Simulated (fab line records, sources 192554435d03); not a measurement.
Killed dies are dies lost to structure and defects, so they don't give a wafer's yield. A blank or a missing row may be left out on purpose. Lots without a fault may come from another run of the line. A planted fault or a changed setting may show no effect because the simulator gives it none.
Which tool did it? | flow n5_finfet | 11 lots, 26 wafers sampled, at 5 steps of a route of 1938

WHAT THE GAUGES READ, wafer by wafer
N5_MOL_CONTACT_COAG_CD_MEAS_137: target cd 16 nm. Usual: cd_nm 15.9 nm, standard deviation 0.51.
lot  | measured     | on        | cd_nm (nm)     | flag
L116 | day 5 04:52  | cd_sem-03 | 15.3 15.6 15.8 |
L117 | day 5 09:52  | cd_sem-03 | 16.1 15.6      |
L120 | day 6 03:50  | cd_sem-02 | 16.3 15.7 15.8 |
L121 | day 6 07:12  | cd_sem-03 | 15.2 15.1 15.2 |
L123 | day 7 00:08  | cd_sem-03 | 15.3 15.9      |
L125 | day 7 12:41  | cd_sem-02 | 15.6 15.9 16.1 |
L126 | day 7 17:02  | cd_sem-03 | 16.1 16.5      |
L128 | day 8 07:02  | cd_sem-03 | 16.6 15.6      |
L130 | day 8 15:35  | cd_sem-01 | 16.0 14.8      |
L136 | day 10 04:58 | cd_sem-01 | 16.6 16.1      |
L138 | day 10 16:32 | cd_sem-02 | 15.4 15.4      |

N5_BEOL_M4_RC_MEAS_101. Usual: DIBL_N 37.5 mV/V, standard deviation 2; DIBL_P 37.5 mV/V, standard deviation 2.5; IOFF_N 0.18 nA/um, standard deviation 0.042; IOFF_P 0.24 nA/um, standard deviation 0.046; ION_N 677 uA/um, standard deviation 15; ION_P 464 uA/um, standard deviation 9.5; SS_N 72.0 mV/dec, standard deviation 0.76; SS_P 73.6 mV/dec, standard deviation 0.79; VT_N 249 mV, standard deviation 3.5; VT_P -249 mV, standard deviation 3.2.
lot  | measured     | on        | DIBL_N (mV/V)  | DIBL_P (mV/V)  | IOFF_N (nA/um) | IOFF_P (nA/um) | ION_N (uA/um) | ION_P (uA/um) | SS_N (mV/dec)  | SS_P (mV/dec)  | VT_N (mV)   | VT_P (mV)      | flag
L116 | day 7 17:21  | prober-01 | 40.3 36.7 37.4 | 39.7 36.9 37.3 | 0.25 0.16 0.16 | 0.27 0.23 0.23 | 677 686 690   | 458 473 473   | 73.5 71.2 72.0 | 73.8 72.4 73.4 | 245 248 250 | -249 -248 -247 |
L117 | day 8 02:11  | prober-02 | 37.0 38.1      | 38.6 39.7      | 0.17 0.18      | 0.23 0.26      | 691 667       | 466 458       | 72.8 72.8      | 74.1 74.7      | 247 251     | -251 -249      |
L120 | day 8 14:33  | prober-02 | 36.5 37.0 39.3 | 34.2 36.7 37.7 | 0.13 0.15 0.18 | 0.21 0.26 0.26 | 670 658 680   | 468 464 470   | 71.2 71.2 72.3 | 73.3 73.5 73.6 | 254 250 247 | -247 -248 -245 |
L121 | day 9 03:02  | prober-01 | 34.2 36.0 36.8 | 34.4 37.9 38.0 | 0.15 0.18 0.20 | 0.18 0.24 0.23 | 682 670 687   | 471 457 464   | 72.3 72.0 72.0 | 73.2 73.3 74.3 | 253 247 247 | -254 -249 -251 |
L123 | day 9 12:52  | prober-02 | 36.8 38.7      | 37.1 38.1      | 0.14 0.19      | 0.24 0.25      | 645 679       | 448 464       | 70.6 71.8      | 73.9 73.3      | 254 247     | -251 -249      |
L125 | day 10 05:03 | prober-02 | 38.8 38.0 39.1 | 39.8 37.3 39.7 | 0.21 0.18 0.19 | 0.29 0.24 0.28 | 691 677 667   | 475 465 468   | 71.1 71.7 71.3 | 74.3 73.2 74.1 | 243 252 247 | -242 -247 -245 |
L126 | day 10 09:12 | prober-01 | 33.9 38.4      | 33.9 39.7      | 0.13 0.24      | 0.18 0.28      | 653 680       | 454 467       | 71.4 72.7      | 73.0 75.1      | 253 249     | -251 -246      |
L128 | day 11 04:28 | prober-01 | 37.6 36.7      | 36.7 34.8      | 0.15 0.16      | 0.21 0.19      | 672 681       | 463 464       | 70.9 71.4      | 73.2 73.0      | 251 250     | -249 -248      |
L130 | day 11 05:20 | prober-02 | 39.6 34.4      | 38.8 33.9      | 0.26 0.14      | 0.28 0.20      | 677 685       | 460 464       | 73.7 71.8      | 73.7 72.4      | 247 250     | -246 -251      |
L136 | day 13 02:48 | prober-01 | 42.0 38.8      | 42.2 37.2      | 0.33 0.20      | 0.38 0.25      | 704 686       | 485 470       | 73.0 72.1      | 74.2 74.1      | 238 248     | -242 -247      |
L138 | day 13 17:34 | prober-01 | 34.4 37.5      | 34.4 37.1      | 0.12 0.18      | 0.18 0.21      | 672 693       | 465 473       | 71.4 71.9      | 73.1 73.5      | 251 246     | -254 -253      |

WHICH TOOL RAN EACH LOT (tool, then ch and the chambers of the sampled wafers, then the start)
lot  | N5_MOL_CONTACT_COAG_ETCH_65       | N5_MOL_CONTACT_COAG_ALD_133      | N5_MOL_CONTACT_COAG_VIA_ETCH_117
L116 | rie_diel-05 ch 1,2,3, day 5 05:29 | ald_sin-01 ch 1,2,3, day 5 05:35 | rie_diel-04 ch 0,2, day 5 06:07
L117 | rie_diel-05 ch 1,3, day 5 10:32   | ald_sin-03 ch 1,2, day 5 10:38   | rie_diel-04 ch 0,1, day 5 10:58
L120 | rie_diel-04 ch 1,2,3, day 6 04:35 | ald_sin-03 ch 2,3, day 6 04:56   | rie_diel-05 ch 0,1, day 6 05:17
L121 | rie_diel-04 ch 1,2,3, day 6 07:40 | ald_sin-03 ch 0,1,3, day 6 07:46 | rie_diel-04 ch 1,2,3, day 6 08:10
L123 | rie_diel-04 ch 1,2, day 7 00:37   | ald_sin-04 ch 0,2, day 7 01:20   | rie_diel-06 ch 0,1, day 7 01:41
L125 | rie_diel-04 ch 0,1,2, day 7 13:20 | ald_sin-03 ch 0,1, day 7 14:35   | rie_diel-04 ch 0,2, day 7 14:55
L126 | rie_diel-06 ch 0,1, day 7 17:38   | ald_sin-01 ch 0,3, day 7 17:46   | rie_diel-04 ch 0,1, day 7 18:05
L128 | rie_diel-05 ch 0,3, day 8 07:35   | ald_sin-03 ch 2,3, day 8 07:58   | rie_diel-05 ch 0,3, day 8 08:18
L130 | rie_diel-05 ch 0,2, day 8 16:04   | ald_sin-03 ch 0,1, day 8 16:18   | rie_diel-04 ch 0,1, day 8 16:34
L136 | rie_diel-05 ch 1,2, day 10 05:27  | ald_sin-01 ch 2,3, day 10 05:32  | rie_diel-05 ch 0,3, day 10 05:58
L138 | rie_diel-05 ch 3, day 10 17:28    | ald_sin-04 ch 0,3, day 10 17:34  | rie_diel-05 ch 2, day 10 17:55
- N5_MOL_CONTACT_COAG_ETCH_65: etches underlayer in N2/H2, target depth 13 nm, time 10.4 s.
- N5_MOL_CONTACT_COAG_ALD_133: deposits SiO2, target thk 5 nm, pulse time 1 s, co reactant pulse time 1 s.
- N5_MOL_CONTACT_COAG_VIA_ETCH_117: etches SiO2 in C4F6/O2, target depth 40 nm, overetch 8 nm, time 26 s.

WHAT THE TOOLS THEMSELVES READ (means of the sampled wafers that have a number; where no wafer has one, the mark that the record gives instead)
N5_MOL_CONTACT_COAG_ETCH_65. Usual: drypump_motor_current_A 5.6 A, standard deviation 0.47; etch_rf_on_time_s 10.4 s, standard deviation 0.39; oes_product_au 0.66 a.u., standard deviation 0.081; rf_vpp_V 525.2 V, standard deviation 2.2; showerhead_plenum_p_Torr 2.59 Torr, standard deviation 0.079; throttle_valve_pct 17.87 %, standard deviation 0.24.
lot  | tool        | drypump_motor_current_A (A) | etch_rf_on_time_s (s) | oes_product_au (a.u.) | rf_vpp_V (V) | showerhead_plenum_p_Torr (Torr) | throttle_valve_pct (%) | flag
L116 | rie_diel-05 | 5.7                         | 10.5                  | 0.64                  | 525.5        | 2.58                            | 18.03                  |
L117 | rie_diel-05 | 5.4                         | 10.5                  | 0.60                  | 522.3        | 2.52                            | 18.19                  |
L120 | rie_diel-04 | 5.1                         | 10.7                  | 0.59                  | 524.8        | 2.57                            | 18.06                  |
L121 | rie_diel-04 | 5.1                         | 10.7                  | 0.59                  | 525.0        | 2.57                            | 18.06                  |
L123 | rie_diel-04 | 4.9                         | 10.7                  | 0.59                  | 525.4        | 2.61                            | 18.21                  |
L125 | rie_diel-04 | 5.3                         | 10.4                  | 0.67                  | 525.8        | 2.58                            | 18.03                  |
L126 | rie_diel-06 | 5.9                         | 10.8                  | 0.62                  | 524.4        | 2.53                            | 17.73                  |
L128 | rie_diel-05 | 5.8                         | 10.2                  | 0.72                  | 526.8        | 2.69                            | 17.76                  |
L130 | rie_diel-05 | 6.2                         | 10.2                  | 0.68                  | 526.8        | 2.66                            | 17.73                  |
L136 | rie_diel-05 | 5.8                         | 14.9                  | 0.66                  | 526.5        | 2.64                            | 17.70                  | OFF
L138 | rie_diel-05 | 5.6                         | 15.3                  | 0.65                  | 528.9        | 2.73                            | 17.85                  | OFF

N5_MOL_CONTACT_COAG_ALD_133. Usual: chamber_pressure_Torr 2.000 Torr, standard deviation 0.0046; heater_power_w 76 W, standard deviation 10; precursor_pulse_height_rel 0.999, standard deviation 0.02; susceptor_temp_C 100.01 C, standard deviation 0.14.
lot  | tool       | chamber_pressure_Torr (Torr) | heater_power_w (W) | precursor_pulse_height_rel | susceptor_temp_C (C) | flag
L116 | ald_sin-01 | 1.998                        | 88                 | 0.987                      | 100.00               |
L117 | ald_sin-03 | 1.999                        | 66                 | 0.989                      | 100.04               |
L120 | ald_sin-03 | 2.001                        | 76                 | 0.985                      | 100.15               |
L121 | ald_sin-03 | 1.998                        | 71                 | 0.992                      | 99.96                |
L123 | ald_sin-04 | 1.997                        | 82                 | 0.985                      | 100.01               |
L125 | ald_sin-03 | 2.004                        | 66                 | 1.002                      | 99.86                |
L126 | ald_sin-01 | 2.006                        | 76                 | 0.994                      | 99.88                |
L128 | ald_sin-03 | 2.002                        | 74                 | 1.032                      | 100.00               |
L130 | ald_sin-03 | 1.998                        | 68                 | 0.996                      | 100.12               |
L136 | ald_sin-01 | 2.002                        | 86                 | 0.989                      | 100.16               |
L138 | ald_sin-04 | 1.999                        | 68                 | 0.991                      | 99.94                |

N5_MOL_CONTACT_COAG_VIA_ETCH_117. Usual: drypump_motor_current_A 5.6 A, standard deviation 0.47; oes_product_au 0.70 a.u., standard deviation 0.083; rf_vpp_V 1580 V, standard deviation 62; showerhead_plenum_p_Torr 2.89 Torr, standard deviation 0.075; throttle_valve_pct 41.2 %, standard deviation 0.58.
lot  | tool        | drypump_motor_current_A (A) | oes_product_au (a.u.) | rf_vpp_V (V) | showerhead_plenum_p_Torr (Torr) | throttle_valve_pct (%) | flag
L116 | rie_diel-04 | 5.5                         | 0.62                  | 1570         | 2.84                            | 41.0                   |
L117 | rie_diel-04 | 5.5                         | 0.62                  | 1544         | 2.86                            | 41.0                   |
L120 | rie_diel-05 | 5.5                         | 0.66                  | 1627         | 2.92                            | 41.2                   |
L121 | rie_diel-04 | 5.1                         | 0.63                  | 1586         | 2.89                            | 41.6                   |
L123 | rie_diel-06 | 5.9                         | 0.67                  | 1670         | 2.84                            | 41.1                   |
L125 | rie_diel-04 | 5.5                         | 0.77                  | 1570         | 2.83                            | 41.1                   |
L126 | rie_diel-04 | 5.5                         | 0.74                  | 1543         | 2.85                            | 41.0                   |
L128 | rie_diel-05 | 5.8                         | 0.74                  | 1556         | 2.96                            | 40.5                   |
L130 | rie_diel-04 | 5.5                         | 0.72                  | 1543         | 2.85                            | 41.0                   |
L136 | rie_diel-05 | 5.8                         | 0.73                  | 1555         | 2.95                            | 40.5                   |
L138 | rie_diel-05 | 6.3                         | 0.70                  | 1478         | 3.00                            | 41.8                   |

THE ANSWER, worked out from the rows above alone
Rule: a lot is off if the mean of its wafers that have a number lies more than 3 standard deviations from the usual mean. A lot without any number at a reading at which 4 lots or more have one is off too. The other lots that the step has rows for count as sound. The gauges are gone through in route order, then the tools' own readings, and for those a lot's mean is taken as printed above. The first step at which some lot is off is used, and at that step the reading that is off furthest; a lot without a number counts as furthest.
Off: L136, L138, at N5_MOL_CONTACT_COAG_ETCH_65 (etch_rf_on_time_s).
A tool fits if, at that step or a process step before it, it ran every lot that is off, and no sound lot after the first of them. One fits: rie_diel-05 at N5_MOL_CONTACT_COAG_ETCH_65. Its last sound lot is L130 (day 8 16:04), its first lot that is off L136 (day 10 05:27): a fault that began between those two fits.
The tool's own readings at N5_MOL_CONTACT_COAG_ETCH_65 bear it out: on the lots that are off they differ by more than 5 times the standard deviation of the sound lots' means. etch_rf_on_time_s reads 15.1 s there against 10.5 s on the sound lots.

WHAT THE SIMULATOR HAD PUT IN
Process parameter drift: rie_diel-05, from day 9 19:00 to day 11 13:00, at N5_MOL_CONTACT_COAG_ETCH_65. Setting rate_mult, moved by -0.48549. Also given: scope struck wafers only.
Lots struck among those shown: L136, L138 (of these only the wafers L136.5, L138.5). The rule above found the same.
